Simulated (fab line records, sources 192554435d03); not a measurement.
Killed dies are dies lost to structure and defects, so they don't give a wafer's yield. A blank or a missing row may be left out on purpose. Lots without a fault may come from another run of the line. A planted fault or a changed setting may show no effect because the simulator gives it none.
Chamber matching | flow n5_finfet | N5_BEOL_M15_DESCUM_15 on rie_diel-01: 4 sister chambers
The step chemistry O2, time 7.9 s. 8 wafers are shown with their chamber, then 8 later ones without.

WAFERS WITH THEIR CHAMBER
wafer  | chamber | drypump_motor_current_A (A) | throttle_valve_pct (%)
L077.3 | 1       | 6.5                         | 20.31
L079.1 | 1       | 6.5                         | 20.30
L079.4 | 0       | 6.0                         | 20.82
L079.6 | 3       | 5.0                         | 20.64
L083.2 | 0       | 6.0                         | 20.85
L083.5 | 2       | 5.9                         | 20.51
L083.6 | 3       | 5.0                         | 20.63
L090.1 | 2       | 6.0                         | 20.54

WAFERS WITHOUT THEIR CHAMBER
wafer  | drypump_motor_current_A (A) | throttle_valve_pct (%)
L090.2 | 5.0                         | 20.68
L090.3 | 6.1                         | 20.87
L093.1 | 6.1                         | 20.87
L093.3 | 6.5                         | 20.36
L093.5 | 6.0                         | 20.52
L096.2 | 6.0                         | 20.88
L096.4 | 6.0                         | 20.87
L096.6 | 5.0                         | 20.22

WHICH CHAMBER EACH WENT THROUGH
wafer  | from the rows above | in truth
L090.2 | 3                   | 3
L090.3 | 0                   | 0
L093.1 | 0                   | 0
L093.3 | 1                   | 1
L093.5 | 2                   | 2
L096.2 | 0                   | 0
L096.4 | 0                   | 0
L096.6 | 3                   | 3
Placed correctly: 8 of 8. Can't be placed from these rows: 0. Placed wrongly: 0.
How it was worked out, from the rows above alone: a wafer's distance from a chamber is the root of the sum, over the readings, of the square of ((its reading less the chamber's mean) divided by the reading's scatter). The wafer belongs to the nearest chamber; if the next one is less than 2 further off, it can't be placed. A chamber's mean is the mean of its shown wafers. The scatter: the root of (the sum of the squares of (reading less its chamber's mean) over the shown wafers, divided by (wafers less chambers)).
